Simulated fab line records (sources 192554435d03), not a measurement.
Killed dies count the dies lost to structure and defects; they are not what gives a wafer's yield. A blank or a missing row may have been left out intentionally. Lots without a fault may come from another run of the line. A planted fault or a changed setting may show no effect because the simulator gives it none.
Matching of chambers + flow n5 finfet + rie diel-03 running N5_BEOL_M11_ETCH_65: 4 sister chambers
The step etches SiARC in CF4, target depth 39 nm, time 65 s. 18 wafers are shown with their chamber, then 9 later ones without.

## WAFERS, EACH WITH ITS CHAMBER
| wafer  | chamber | showerhead plenum p Torr (Torr) | throttle valve pct (%) | oes product au (a.u.) |
|--------|---------|---------------------------------|------------------------|-----------------------|
| L074.1 | 2       | 2.25                            | 15.50                  | 0.86                  |
| L074.2 | 0       | 2.20                            | 15.68                  | 0.60                  |
| L074.3 | 3       | 2.03                            | 15.69                  | 0.63                  |
| L074.4 | 1       | 2.22                            | 16.01                  | 0.64                  |
| L074.5 | 3       | 2.03                            | 15.66                  | 0.64                  |
| L074.6 | 0       | 2.20                            | 15.68                  | 0.60                  |
| L079.1 | 0       | 2.19                            | 15.70                  | 0.59                  |
| L079.2 | 2       | 2.25                            | 15.51                  | 0.82                  |
| L079.3 | 3       | 2.03                            | 15.69                  | 0.63                  |
| L080.1 | 0       | 2.19                            | 15.69                  | 0.59                  |
| L080.5 | 1       | 2.22                            | 16.03                  | 0.63                  |
| L080.6 | 2       | 2.25                            | 15.52                  | 0.83                  |
| L085.1 | 1       | 2.22                            | 16.04                  | 0.63                  |
| L085.2 | 3       | 2.03                            | 15.72                  | 0.62                  |
| L085.3 | 0       | 2.19                            | 15.74                  | 0.59                  |
| L085.4 | 2       | 2.25                            | 15.53                  | 0.81                  |
| L085.5 | 1       | 2.22                            | 16.04                  | 0.63                  |
| L085.6 | 0       | 2.19                            | 15.72                  | 0.59                  |

SIGNATURES, as means of the wafers listed above
| reading                  | chamber 0 | chamber 1 | chamber 2 | chamber 3 | scatter within a chamber |
|--------------------------|-----------|-----------|-----------|-----------|--------------------------|
| showerhead plenum p Torr | 2.1933    | 2.2200    | 2.2500    | 2.0300    | 0.00309                  |
| throttle valve pct       | 15.7017   | 16.0300   | 15.5150   | 15.6900   | 0.0203                   |
| oes product au           | 0.5933    | 0.6325    | 0.8300    | 0.6300    | 0.0114                   |
Rule: distance of a wafer from a chamber = root of the sum over the readings of ((wafer's reading minus chamber's mean) / reading's scatter) squared. The wafer belongs to the nearest chamber; if the next one is less than 2 further off, it can't be placed. How the scatter is found: for the shown wafers, subtract from each reading the mean of its chamber, square and add these, divide the total by (wafers less chambers), then take the root.

## WAFERS WITHOUT THEIR CHAMBER
| wafer  | showerhead plenum p Torr (Torr) | throttle valve pct (%) | oes product au (a.u.) |
|--------|---------------------------------|------------------------|-----------------------|
| L088.3 | 2.22                            | 16.07                  | 0.63                  |
| L088.5 | 2.19                            | 15.71                  | 0.59                  |
| L088.6 | 2.22                            | 16.05                  | 0.63                  |
| L091.1 | 2.22                            | 16.06                  | 0.62                  |
| L091.2 | 2.19                            | 15.73                  | 0.58                  |
| L091.6 | 2.19                            | 15.73                  | 0.59                  |
| L095.1 | 2.21                            | 16.08                  | 0.61                  |
| L095.3 | 2.02                            | 15.76                  | 0.61                  |
| L095.6 | 2.21                            | 16.07                  | 0.61                  |

## WHICH CHAMBER EACH WENT THROUGH
| wafer  | from the rows above | in truth |
|--------|---------------------|----------|
| L088.3 | 1                   | 1        |
| L088.5 | 0                   | 0        |
| L088.6 | 1                   | 1        |
| L091.1 | 1                   | 1        |
| L091.2 | 0                   | 0        |
| L091.6 | 0                   | 0        |
| L095.1 | 1                   | 1        |
| L095.3 | 3                   | 3        |
| L095.6 | 1                   | 1        |
Correct placement for 9 of the 9. Can't be placed from these rows: 0. Number placed wrongly: 0.
